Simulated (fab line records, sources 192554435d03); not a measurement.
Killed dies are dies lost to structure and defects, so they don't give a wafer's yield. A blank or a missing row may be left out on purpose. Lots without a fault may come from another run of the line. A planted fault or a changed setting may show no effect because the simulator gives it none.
Which tool did it? | flow n5_finfet | 24 lots, 72 wafers sampled, at 6 steps of a route of 1938

WHAT THE GAUGES READ, wafer by wafer
N5_BEOL_M3_RS_MEAS_58: measures by four-point-probe. Usual: M3_RS 0.66 ohm/sq, standard deviation 0.033.
lot  | measured     | on            | M3_RS (ohm/sq) | flag
L074 | day 7 23:17  | film_metro-01 | 0.67 0.66 0.63 |
L076 | day 8 01:20  | film_metro-01 | 0.69 0.65 0.68 |
L075 | day 8 03:11  | film_metro-01 | 0.61 0.62 0.59 |
L077 | day 8 04:16  | film_metro-02 | 0.58 0.61 0.56 |
L078 | day 8 22:23  | film_metro-02 | 0.68 0.63 0.64 |
L079 | day 9 01:02  | film_metro-01 | 0.67 0.64 0.64 |
L080 | day 9 03:20  | film_metro-02 | 0.68 0.64 0.63 |
L081 | day 9 16:50  | film_metro-02 | 0.66 0.69 0.64 |
L083 | day 9 22:56  | film_metro-01 | 0.69 0.70 0.66 |
L082 | day 10 06:54 | film_metro-01 | 0.67 0.60 0.64 |
L084 | day 10 09:26 | film_metro-02 | 0.68 0.66 0.67 |
L085 | day 10 12:45 | film_metro-01 | 0.69 0.69 0.69 |
L087 | day 10 15:53 | film_metro-01 | 0.75 0.69 0.67 |
L086 | day 10 20:41 | film_metro-01 | 0.69 0.71 0.62 |
L089 | day 11 05:38 | film_metro-01 | 0.64 0.66 0.60 |
L088 | day 11 22:36 | film_metro-01 | 0.68 0.69 0.71 |
L090 | day 11 23:08 | film_metro-01 | 0.71 0.71 0.66 |
L091 | day 12 03:12 | film_metro-01 | 0.65 0.65 0.62 |
L092 | day 12 07:28 | film_metro-02 | 0.65 0.67 0.64 |
L093 | day 12 07:37 | film_metro-02 | 0.67 0.68 0.70 |
L094 | day 12 19:44 | film_metro-01 | 0.62 0.58 0.61 |
L095 | day 12 22:30 | film_metro-01 | 0.66 0.66 0.60 |
L096 | day 13 07:16 | film_metro-02 | 0.68 0.64 0.62 |
L097 | day 13 11:43 | film_metro-02 | 0.66 0.66 0.68 |

N5_BEOL_M4_THK_MEAS_01. Usual: M4_ILD_THK 78.4 nm, standard deviation 0.95.
lot  | measured     | on            | M4_ILD_THK (nm) | flag
L074 | day 7 23:26  | film_metro-02 | 77.5 78.3 78.3  |
L076 | day 8 01:28  | film_metro-01 | 78.7 79.1 79.3  |
L075 | day 8 03:19  | film_metro-02 | 77.6 79.6 79.0  |
L077 | day 8 04:24  | film_metro-02 | 77.5 79.6 78.9  |
L078 | day 8 22:31  | film_metro-01 | 77.5 79.2 79.3  |
L079 | day 9 01:10  | film_metro-01 | 78.0 78.9 78.6  |
L080 | day 9 03:28  | film_metro-02 | 79.5 79.2 80.4  |
L081 | day 9 16:58  | film_metro-01 | 77.4 79.5 79.4  |
L083 | day 9 23:04  | film_metro-01 | 77.5 77.6 80.1  |
L082 | day 10 07:02 | film_metro-01 | 78.1 78.1 79.6  |
L084 | day 10 09:34 | film_metro-01 | 76.3 78.5 78.1  |
L085 | day 10 12:53 | film_metro-02 | 78.8 77.7 78.6  |
L087 | day 10 16:01 | film_metro-02 | 77.5 79.0 79.4  |
L086 | day 10 20:49 | film_metro-02 | 77.0 77.6 78.1  |
L089 | day 11 05:46 | film_metro-01 | 78.5 78.7 79.0  |
L088 | day 11 22:44 | film_metro-01 | 78.4 78.2 78.5  |
L090 | day 11 23:16 | film_metro-01 | 76.6 76.7 77.2  |
L091 | day 12 03:20 | film_metro-01 | 76.0 76.9 77.4  |
L092 | day 12 07:35 | film_metro-01 | 78.7 78.3 79.9  |
L093 | day 12 07:44 | film_metro-02 | 78.1 78.7 77.9  |
L094 | day 12 19:52 | film_metro-02 | 77.2 78.7 78.2  |
L095 | day 12 22:38 | film_metro-01 | 78.4 78.2 79.8  |
L096 | day 13 07:24 | film_metro-01 | 77.5 77.9 79.1  |
L097 | day 13 11:50 | film_metro-02 | 77.2 77.5 79.0  |

WHICH TOOL RAN EACH LOT (tool, then ch and the chambers of the sampled wafers, then the start)
lot  | N5_BEOL_M3_DEGAS_44          | N5_BEOL_M3_ANNEAL_49         | N5_BEOL_M3_SPUTTER_94        | N5_BEOL_M3_ANNEAL_51
L074 | pvd_sputter-03, day 7 19:55  | pvd_sputter-02, day 7 20:33  | pvd_sputter-02, day 7 22:01  | rtp_anneal-02 ch 0, day 7 22:28
L076 | pvd_sputter-02, day 7 20:01  | pvd_sputter-01, day 7 22:23  | pvd_sputter-01, day 7 23:50  | rtp_anneal-02 ch 0, day 8 00:18
L075 | pvd_sputter-03, day 7 23:46  | pvd_sputter-02, day 8 00:27  | pvd_sputter-02, day 8 01:55  | rtp_anneal-02 ch 0, day 8 02:25
L077 | pvd_sputter-01, day 8 00:18  | pvd_sputter-01, day 8 01:32  | pvd_sputter-01, day 8 03:00  | rtp_anneal-01 ch 0, day 8 03:28
L078 | pvd_sputter-01, day 8 16:46  | pvd_sputter-01, day 8 19:38  | pvd_sputter-01, day 8 21:05  | rtp_anneal-01 ch 0, day 8 21:36
L079 | pvd_sputter-01, day 8 21:38  | pvd_sputter-01, day 8 22:17  | pvd_sputter-01, day 8 23:44  | rtp_anneal-02 ch 0, day 9 00:12
L080 | pvd_sputter-02, day 8 23:56  | pvd_sputter-01, day 9 00:37  | pvd_sputter-01, day 9 02:05  | rtp_anneal-02 ch 0, day 9 02:32
L081 | pvd_sputter-01, day 9 13:19  | pvd_sputter-01, day 9 14:02  | pvd_sputter-01, day 9 15:30  | rtp_anneal-02 ch 0, day 9 15:56
L083 | pvd_sputter-01, day 9 19:12  | pvd_sputter-01, day 9 20:11  | pvd_sputter-01, day 9 21:38  | rtp_anneal-02 ch 0, day 9 22:10
L082 | pvd_sputter-01, day 10 01:16 | pvd_sputter-01, day 10 03:59 | pvd_sputter-01, day 10 05:26 | rtp_anneal-01 ch 0, day 10 05:54
L084 | pvd_sputter-02, day 10 06:01 | pvd_sputter-01, day 10 06:42 | pvd_sputter-01, day 10 08:10 | rtp_anneal-01 ch 0, day 10 08:37
L085 | pvd_sputter-02, day 10 09:20 | pvd_sputter-02, day 10 10:01 | pvd_sputter-02, day 10 11:29 | rtp_anneal-01 ch 0, day 10 11:54
L087 | pvd_sputter-01, day 10 12:26 | pvd_sputter-01, day 10 13:09 | pvd_sputter-01, day 10 14:37 | rtp_anneal-02 ch 0, day 10 15:01
L086 | pvd_sputter-03, day 10 17:08 | pvd_sputter-02, day 10 17:57 | pvd_sputter-02, day 10 19:25 | rtp_anneal-01 ch 0, day 10 19:52
L089 | pvd_sputter-01, day 11 02:12 | pvd_sputter-03, day 11 02:54 | pvd_sputter-03, day 11 04:22 | rtp_anneal-01 ch 0, day 11 04:49
L088 | pvd_sputter-03, day 11 19:02 | pvd_sputter-01, day 11 19:50 | pvd_sputter-01, day 11 21:17 | rtp_anneal-02 ch 0, day 11 21:43
L090 | pvd_sputter-01, day 11 19:26 | pvd_sputter-03, day 11 20:23 | pvd_sputter-03, day 11 21:51 | rtp_anneal-02 ch 0, day 11 22:19
L091 | pvd_sputter-01, day 11 23:29 | pvd_sputter-02, day 12 00:28 | pvd_sputter-02, day 12 01:56 | rtp_anneal-01 ch 0, day 12 02:23
L092 | pvd_sputter-03, day 12 02:59 | pvd_sputter-02, day 12 03:49 | pvd_sputter-02, day 12 05:16 | rtp_anneal-01 ch 0, day 12 05:44
L093 | pvd_sputter-02, day 12 03:01 | pvd_sputter-03, day 12 04:01 | pvd_sputter-03, day 12 05:28 | rtp_anneal-01 ch 0, day 12 05:58
L094 | pvd_sputter-01, day 12 15:44 | pvd_sputter-02, day 12 16:38 | pvd_sputter-02, day 12 18:05 | rtp_anneal-02 ch 0, day 12 18:52
L095 | pvd_sputter-02, day 12 16:09 | pvd_sputter-01, day 12 18:28 | pvd_sputter-01, day 12 19:55 | rtp_anneal-02 ch 0, day 12 21:39
L096 | pvd_sputter-03, day 13 03:32 | pvd_sputter-02, day 13 04:32 | pvd_sputter-02, day 13 06:00 | rtp_anneal-01 ch 0, day 13 06:25
L097 | pvd_sputter-01, day 13 07:55 | pvd_sputter-03, day 13 08:44 | pvd_sputter-03, day 13 10:12 | rtp_anneal-01 ch 0, day 13 10:54
- N5_BEOL_M3_DEGAS_44: time 60 s.
- N5_BEOL_M3_ANNEAL_49: time 240 s.
- N5_BEOL_M3_SPUTTER_94: material Cu, target thk 4.5 nm, time 8.29 s.
- N5_BEOL_M3_ANNEAL_51: time 90 s.

WHAT THE TOOLS THEMSELVES READ (means of the sampled wafers that have a number; where no wafer has one, the mark that the record gives instead)
N5_BEOL_M3_DEGAS_44. Usual: heater_power_w 336 W, standard deviation 38.
lot  | tool           | heater_power_w (W) | flag
L074 | pvd_sputter-03 | 346                |
L076 | pvd_sputter-02 | 318                |
L075 | pvd_sputter-03 | 355                |
L077 | pvd_sputter-01 | 341                |
L078 | pvd_sputter-01 | 296                |
L079 | pvd_sputter-01 | 318                |
L080 | pvd_sputter-02 | 315                |
L081 | pvd_sputter-01 | 368                |
L083 | pvd_sputter-01 | 363                |
L082 | pvd_sputter-01 | 371                |
L084 | pvd_sputter-02 | 345                |
L085 | pvd_sputter-02 | 351                |
L087 | pvd_sputter-01 | 341                |
L086 | pvd_sputter-03 | 343                |
L089 | pvd_sputter-01 | 366                |
L088 | pvd_sputter-03 | 355                |
L090 | pvd_sputter-01 | 349                |
L091 | pvd_sputter-01 | 360                |
L092 | pvd_sputter-03 | 356                |
L093 | pvd_sputter-02 | 318                |
L094 | pvd_sputter-01 | 336                |
L095 | pvd_sputter-02 | 341                |
L096 | pvd_sputter-03 | 353                |
L097 | pvd_sputter-01 | 356                |

N5_BEOL_M3_ANNEAL_49. Usual: heater_power_w 848 W, standard deviation 97.
lot  | tool           | heater_power_w (W) | flag
L074 | pvd_sputter-02 | 781                |
L076 | pvd_sputter-01 | 844                |
L075 | pvd_sputter-02 | 801                |
L077 | pvd_sputter-01 | 803                |
L078 | pvd_sputter-01 | 916                |
L079 | pvd_sputter-01 | 841                |
L080 | pvd_sputter-01 | 793                |
L081 | pvd_sputter-01 | 909                |
L083 | pvd_sputter-01 | 840                |
L082 | pvd_sputter-01 | 832                |
L084 | pvd_sputter-01 | 842                |
L085 | pvd_sputter-02 | 860                |
L087 | pvd_sputter-01 | 852                |
L086 | pvd_sputter-02 | 814                |
L089 | pvd_sputter-03 | 909                |
L088 | pvd_sputter-01 | 907                |
L090 | pvd_sputter-03 | 882                |
L091 | pvd_sputter-02 | 820                |
L092 | pvd_sputter-02 | 879                |
L093 | pvd_sputter-03 | 883                |
L094 | pvd_sputter-02 | 939                |
L095 | pvd_sputter-01 | 894                |
L096 | pvd_sputter-02 | 856                |
L097 | pvd_sputter-03 | 852                |

N5_BEOL_M3_SPUTTER_94. Usual: throttle_valve_pct 29.8 %, standard deviation 1.4.
lot  | tool           | throttle_valve_pct (%) | flag
L074 | pvd_sputter-02 | 29.0                   |
L076 | pvd_sputter-01 | 29.3                   |
L075 | pvd_sputter-02 | 29.2                   |
L077 | pvd_sputter-01 | 30.7                   |
L078 | pvd_sputter-01 | 28.7                   |
L079 | pvd_sputter-01 | 29.2                   |
L080 | pvd_sputter-01 | 30.6                   |
L081 | pvd_sputter-01 | 29.5                   |
L083 | pvd_sputter-01 | 29.3                   |
L082 | pvd_sputter-01 | 30.3                   |
L084 | pvd_sputter-01 | 29.2                   |
L085 | pvd_sputter-02 | 30.2                   |
L087 | pvd_sputter-01 | 29.2                   |
L086 | pvd_sputter-02 | 29.0                   |
L089 | pvd_sputter-03 | 29.1                   |
L088 | pvd_sputter-01 | 29.7                   |
L090 | pvd_sputter-03 | 29.6                   |
L091 | pvd_sputter-02 | 28.9                   |
L092 | pvd_sputter-02 | 29.4                   |
L093 | pvd_sputter-03 | 29.6                   |
L094 | pvd_sputter-02 | 29.8                   |
L095 | pvd_sputter-01 | 29.6                   |
L096 | pvd_sputter-02 | 29.9                   |
L097 | pvd_sputter-03 | 29.8                   |

N5_BEOL_M3_ANNEAL_51. Usual: wafer_temp_C_max 226.23, standard deviation 0.29.
lot  | tool          | wafer_temp_C_max | flag
L074 | rtp_anneal-02 | 225.85           |
L076 | rtp_anneal-02 | 226.07           |
L075 | rtp_anneal-02 | 226.10           |
L077 | rtp_anneal-01 | 226.41           |
L078 | rtp_anneal-01 | 226.26           |
L079 | rtp_anneal-02 | 226.06           |
L080 | rtp_anneal-02 | 226.42           |
L081 | rtp_anneal-02 | 226.19           |
L083 | rtp_anneal-02 | 226.10           |
L082 | rtp_anneal-01 | 226.27           |
L084 | rtp_anneal-01 | 226.11           |
L085 | rtp_anneal-01 | 226.35           |
L087 | rtp_anneal-02 | 226.21           |
L086 | rtp_anneal-01 | 226.29           |
L089 | rtp_anneal-01 | 226.44           |
L088 | rtp_anneal-02 | 226.02           |
L090 | rtp_anneal-02 | 226.09           |
L091 | rtp_anneal-01 | 226.23           |
L092 | rtp_anneal-01 | 226.34           |
L093 | rtp_anneal-01 | 226.66           |
L094 | rtp_anneal-02 | 226.25           |
L095 | rtp_anneal-02 | 226.27           |
L096 | rtp_anneal-01 | 226.57           |
L097 | rtp_anneal-01 | 226.66           |

THE ANSWER, worked out from the rows above alone
Rule: a lot is off if the mean of its wafers that have a number lies more than 3 standard deviations from the usual mean. A lot without any number at a reading at which 4 lots or more have one is off too. The other lots that the step has rows for count as sound. The gauges are gone through in route order, then the tools' own readings, and for those a lot's mean is taken as printed above. The first step at which some lot is off is used, and at that step the reading that is off furthest; a lot without a number counts as furthest.
No lot is off at any reading shown: from this, nothing can be told.

WHAT THE SIMULATOR HAD PUT IN
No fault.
